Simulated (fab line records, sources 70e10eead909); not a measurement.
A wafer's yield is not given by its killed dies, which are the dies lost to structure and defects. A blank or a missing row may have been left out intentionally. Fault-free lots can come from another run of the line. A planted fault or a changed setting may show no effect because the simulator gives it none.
Matching of chambers ; flow nand_harc ; 4 sister chambers for NHARC_P_GATE_DESCUM_93 on rie_diel-06
The step chemistry O2, time 3 s. 18 wafers are shown with their chamber, then 9 later ones without.

== WAFERS PAIRED WITH THEIR CHAMBERS ==
wafer;chamber;showerhead_plenum_p_Torr (Torr);drypump_motor_current_A (A);oes_product_au (a.u.)
L075.2;2;2.03;4.6;0.993
L075.3;0;2.05;6.1;0.992
L075.6;1;1.84;5.7;1.004
L078.1;0;2.05;6.1;1.003
L078.4;1;1.84;5.6;1.005
L078.5;0;2.05;6.1;1.007
L079.1;2;2.03;4.6;1.003
L079.2;0;2.05;6.1;1.002
L079.3;3;1.99;6.1;1.013
L083.2;0;2.04;6.1;0.995
L083.3;3;1.99;6.1;1.005
L083.5;0;2.05;6.1;1.000
L084.2;3;1.99;6.1;1.016
L084.3;2;2.03;4.6;1.017
L084.6;2;2.03;4.6;1.011
L086.1;1;1.84;5.6;1.003
L086.3;3;1.99;6.1;0.996
L086.4;0;2.05;6.1;0.997

SIGNATURES, as means of the wafers listed above
reading;chamber 0;chamber 1;chamber 2;chamber 3;scatter within a chamber
showerhead_plenum_p_Torr;2.0486;1.8400;2.0300;1.9900;0.00247
drypump_motor_current_A;6.100;5.633;4.600;6.100;0.0218
oes_product_au;0.99943;1.00400;1.00600;1.00750;0.00719
Rule: a wafer lies at a distance from a chamber equal to the root of the sum of squares, over the readings, of (its reading less the chamber's mean, divided by the reading's scatter). The wafer belongs to the nearest chamber; if the next one is less than 2 further off, it can't be placed. The scatter is the square root of a quotient: the sum, over the shown wafers, of each reading's squared deviation from its chamber's mean, divided by wafers minus chambers.

== WAFERS MISSING THEIR CHAMBER ==
wafer;showerhead_plenum_p_Torr (Torr);drypump_motor_current_A (A);oes_product_au (a.u.)
L088.2;1.84;5.6;1.004
L088.4;1.99;6.1;0.999
L088.5;1.99;6.1;0.996
L089.2;1.99;6.1;0.989
L089.4;2.04;6.1;0.989
L089.6;2.04;6.1;0.988
L092.3;1.99;6.1;1.001
L092.4;1.99;6.1;1.004
L092.5;2.04;6.1;0.988

== WHICH CHAMBER EACH WENT THROUGH ==
wafer;from the rows above;in truth
L088.2;1;1
L088.4;3;3
L088.5;3;3
L089.2;3;3
L089.4;0;0
L089.6;0;0
L092.3;3;3
L092.4;3;3
L092.5;0;0
Correctly placed: 9 of 9. Number that these rows cannot place: 0. 0 placed wrongly.
